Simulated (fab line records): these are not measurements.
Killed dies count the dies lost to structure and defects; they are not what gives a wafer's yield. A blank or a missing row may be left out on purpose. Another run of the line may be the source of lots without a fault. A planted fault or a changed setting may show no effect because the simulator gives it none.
A lot that was struck, set against a sound lot || flow n5-finfet || 16 steps out of a route of 1938
Sound: the wafers L572.2, L572.3, L572.5. Struck: wafer L581.1. (L581.3, L581.4 of the same lot were not struck and are left out.) The cause comes at the end.
Each step with rows lists, per side, the tool, then ch with its chambers, then its first start. Under that, the readings that differ: sound wafers || struck wafers || difference of the means || sigmas: that difference in standard deviations of wafers without a fault.
alike: a reading whose means differ by less than 2 such deviations, as well as words and numbers matching on both sides. not compared: withheld readings; readings where some wafer has no value; bounds like >300 that might hide an equal value; numbers whose values overlap and for which the record gives no deviation.
Wherever a step has rows on one side only, a row that says differs or no value, or a row with sigmas, the two part there. When numbers do not overlap yet have no deviation, they are printed without sigmas and do not part them. Lack of a reading on every wafer of one side parts them only where that side has two or more wafers.

first, 1 step without rows for these wafers: N5_BEOL_M3_ETCH_41 (etches SiCN in CH3F/O2, target depth 29.9 nm, time 52.5 s).
N5_BEOL_M3_STRIP_97: strips in N2/H2, time 10 s.
  sound on rie-diel-04 ch 0,3; struck on rie-diel-05 ch 2
  alike: drypump-motor-current-A, oes-product-au, rf-vpp-V, showerhead-plenum-p-Torr, throttle-valve-pct
  not compared: rf-hours-counter-h
N5_BEOL_M3_OCD_MEAS_38:
  struck on ocd-01, day 9 11:29; sound on ocd-02, day 7 07:16
  alike: trench-depth-nm
then, 4 steps without rows for these wafers: N5_BEOL_M3_HM_STRIP_39 (strips TiN in peroxide tin strip, target depth 25 nm, time 158 s); N5_BEOL_M3_SRD_40 (time 30 s); N5_BEOL_M3_PRECLEAN_42 (cleans in residue remover, time 60 s); N5_BEOL_M3_SRD_43 (time 30 s).
N5_BEOL_M3_CD_MEAS_35: target cd 18 nm, target cd y 21 nm.
  struck on cd-sem-03, day 9 11:38; sound on cd-sem-02, day 7 07:25
  alike: cd-nm
N5_BEOL_M3_DEGAS_44: time 60 s.
  struck on pvd-sputter-01, day 9 11:46; sound on pvd-sputter-02, day 7 08:20
  alike: heater-power-w
then, 1 step without rows for these wafers: N5_BEOL_M3_PRE_CLEAN_45 (time 30 s).
N5_BEOL_M3_ALD_84: deposits TaN, pulse time 2 s, purge time 3 s, co reactant purge time 2 s.
  sound on ald-metal-02 ch 0,1,3, day 7 08:35; struck on ald-metal-03 ch 3, day 9 11:52
  alike: heater-power-w, precursor-vessel-temp-c
N5_BEOL_M3_SURFACE_TREAT_85:
  struck on pvd-sputter-03, day 9 12:08; sound on pvd-sputter-01, day 7 08:55
  alike: ar-flow-sccm
  not compared: pressure-mtorr, throttle-valve-pct
N5_BEOL_M3_CVD_47: deposits Co from CCTBA/H2, target thk 3 nm, time 223.8 s.
  sound on cvd-co-02 ch 0,1,2, day 7 09:01; struck on cvd-co-02 ch 2, day 9 12:11
{"reading": "run-length-s (s)", "sound": "247.7 247.6 246.0", "struck": 346.3, "difference": "+99.2", "sigmas": "+99 or more"}
N5_BEOL_M3_SPUTTER_48: material Cu, target thk 4.5 nm, time 8.29 s.
  struck on pvd-sputter-02, day 9 12:21; sound on pvd-sputter-02, day 7 09:14
  alike: throttle-valve-pct
N5_BEOL_M4_RC_MEAS_101:
  sound on prober-01 ch 0, day 7 22:24; struck on prober-02 ch 0, day 10 04:43
{"reading": "ION_P (uA/um)", "sound": "466 464 471", "struck": 451, "difference": -16, "sigmas": -2}
  alike: DIBL_N, DIBL_P, IOFF_N, IOFF_P, ION_N, SS_N, SS_P, VT_N, VT_P
N5_PASSIVATION_PROBE_49:
  the record holds rows for the sound wafers here (prober-01, day 12 08:13) but none for the struck ones

== WHERE THEY PART ==
At N5_BEOL_M3_CVD_47 first; at N5_PASSIVATION_PROBE_49 last (within this record only).

WHY: whatever the simulator had introduced
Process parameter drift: cvd-co-02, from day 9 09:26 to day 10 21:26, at N5_BEOL_M3_CVD_47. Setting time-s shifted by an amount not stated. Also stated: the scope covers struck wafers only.
